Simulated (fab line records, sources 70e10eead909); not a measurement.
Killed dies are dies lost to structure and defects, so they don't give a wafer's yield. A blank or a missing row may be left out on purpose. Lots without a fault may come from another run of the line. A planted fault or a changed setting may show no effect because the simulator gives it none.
Which tool did it? | flow nand_harc | 11 lots, 33 wafers sampled, at 6 steps of a route of 1302

WHAT THE GAUGES READ, wafer by wafer
NHARC_A_SGD_CUT_OVL_MEAS_10.
lot  | measured     | on         | overlay_x_nm (nm)
L076 | day 19 14:58 | overlay-01 | -0.6 -0.6 -0.8
L077 | day 20 01:09 | overlay-02 | 0.7 0.2 -0.5
L079 | day 21 03:45 | overlay-02 | -0.9 -1.4 -1.4
L081 | day 21 21:33 | overlay-02 | -0.3 -0.8 -0.9
L083 | day 23 00:26 | overlay-01 | -0.1 0.0 0.0
L086 | day 23 15:00 | overlay-01 | 1.6 1.0 1.2
L089 | day 24 15:18 | overlay-02 | 1.1 0.2 0.8
L091 | day 25 21:04 | overlay-01 | -1.2 -0.2 -0.9
L092 | day 27 03:16 | overlay-02 | -0.1 -0.7 -0.5
L094 | day 27 02:20 | overlay-02 | 0.8 0.8 0.8
L095 | day 27 20:53 | overlay-01 | 0.5 0.8 0.4

WHICH TOOL RAN EACH LOT (tool, then ch and the chambers of the sampled wafers, then the start)
lot  | NHARC_A_STAIRCASE_TRIM_235                    | NHARC_A_STAIRCASE_STRIP_238          | NHARC_A_STAIRCASE_STRIP_476        | NHARC_A_STAIRCASE_ETCH_444         | NHARC_A_STAIRCASE_ETCHBACK_422
L076 | rie_diel-07 ch 0,1,2, day 16 14:08 or earlier | plasma_asher-02 ch 0,1, day 16 14:08 | rie_diel-07 ch 0,2,3, day 17 19:54 | rie_diel-08 ch 2,3, day 19 07:33   | rie_diel-04 ch 1,2, day 19 12:49
L077 | rie_diel-04 ch 1,2,3, day 17 06:16 or earlier | plasma_asher-01 ch 0,1, day 17 06:16 | rie_diel-04 ch 0,1,2, day 18 05:23 | rie_diel-07 ch 0,2,3, day 19 17:14 | rie_diel-08 ch 1,2,3, day 19 22:59
L079 | rie_diel-04 ch 1,3, day 18 08:42 or earlier   | plasma_asher-01 ch 0,1, day 18 08:42 | rie_diel-04 ch 0,2,3, day 19 05:13 | rie_diel-08 ch 0,1,3, day 20 20:45 | rie_diel-04 ch 0,1, day 21 01:33
L081 | rie_diel-07 ch 1,2,3, day 19 00:55 or earlier | plasma_asher-01 ch 0,1, day 19 00:55 | rie_diel-07 ch 0,2,3, day 20 02:18 | rie_diel-07 ch 0,1,3, day 21 13:37 | rie_diel-07 ch 0,1,2, day 21 19:25
L083 | rie_diel-04 ch 0,1,2, day 20 04:56 or earlier | plasma_asher-02 ch 0,1, day 20 04:56 | rie_diel-08 ch 0,1,3, day 21 04:08 | rie_diel-08 ch 0,1,3, day 22 15:11 | rie_diel-07 ch 0,1,3, day 22 22:26
L086 | rie_diel-04 ch 0,1,2, day 20 19:17 or earlier | plasma_asher-02 ch 0,1, day 20 19:17 | rie_diel-07 ch 0,3, day 21 21:45   | rie_diel-08 ch 1,3, day 23 07:36   | rie_diel-08 ch 1,2,3, day 23 12:53
L089 | rie_diel-04 ch 0,2,3, day 21 19:56 or earlier | plasma_asher-02 ch 0,1, day 21 19:56 | rie_diel-08 ch 0,1,2, day 22 20:48 | rie_diel-08 ch 0,2, day 24 07:20   | rie_diel-07 ch 1,3, day 24 13:08
L091 | rie_diel-07 ch 0,3, day 23 02:03 or earlier   | plasma_asher-01 ch 0,1, day 23 02:03 | rie_diel-04 ch 0,1,2, day 24 00:33 | rie_diel-04 ch 0,1,3, day 25 13:10 | rie_diel-07 ch 0,1,2, day 25 18:56
L092 | rie_diel-07 ch 1,2, day 23 20:25 or earlier   | plasma_asher-01 ch 0,1, day 23 20:25 | rie_diel-08 ch 0,1,2, day 25 01:34 | rie_diel-08 ch 0,2,3, day 26 20:22 | rie_diel-08 ch 0,3, day 27 01:09
L094 | rie_diel-04 ch 1,2,3, day 23 23:28 or earlier | plasma_asher-02 ch 0,1, day 23 23:28 | rie_diel-04 ch 0,1,2, day 25 04:25 | rie_diel-07 ch 0,1,3, day 26 18:33 | rie_diel-04 ch 1,2,3, day 27 00:17
L095 | rie_diel-08 ch 0,3, day 24 22:50 or earlier   | plasma_asher-02 ch 0,1, day 24 22:50 | rie_diel-04 ch 2,3, day 26 02:35   | rie_diel-07 ch 1,2,3, day 27 12:53 | rie_diel-07 ch 0,2, day 27 18:45
- NHARC_A_STAIRCASE_TRIM_235: chemistry O2, time 211.2 s.
- NHARC_A_STAIRCASE_STRIP_238: strips in O2.
- NHARC_A_STAIRCASE_STRIP_476: strips in O2, time 20 s.
- NHARC_A_STAIRCASE_ETCH_444: etches the open film in C4F8/O2, target depth 20400 nm, time 6800 s.
- NHARC_A_STAIRCASE_ETCHBACK_422: etches the open film in CH3F/O2, target depth 40 nm, time 74.286 s.

THE ANSWER, worked out from the rows above alone
Rule: what is usual is taken from the lots themselves. Put in order of their means at a reading, lots are off if they are a third of the lots or fewer, leave a main group of 4 or more, and stand apart from it by a gap of 3 or more times the standard deviation of the main group's means; of several such gaps the widest counts. A main group whose means are all the same, to the digits that the tables above print for the reading, isn't used. A lot without any number at a reading at which 4 lots or more have one is off too. The other lots that the step has rows for count as sound.
No lot is off at any reading shown: from this, nothing can be told.

WHAT THE SIMULATOR HAD PUT IN
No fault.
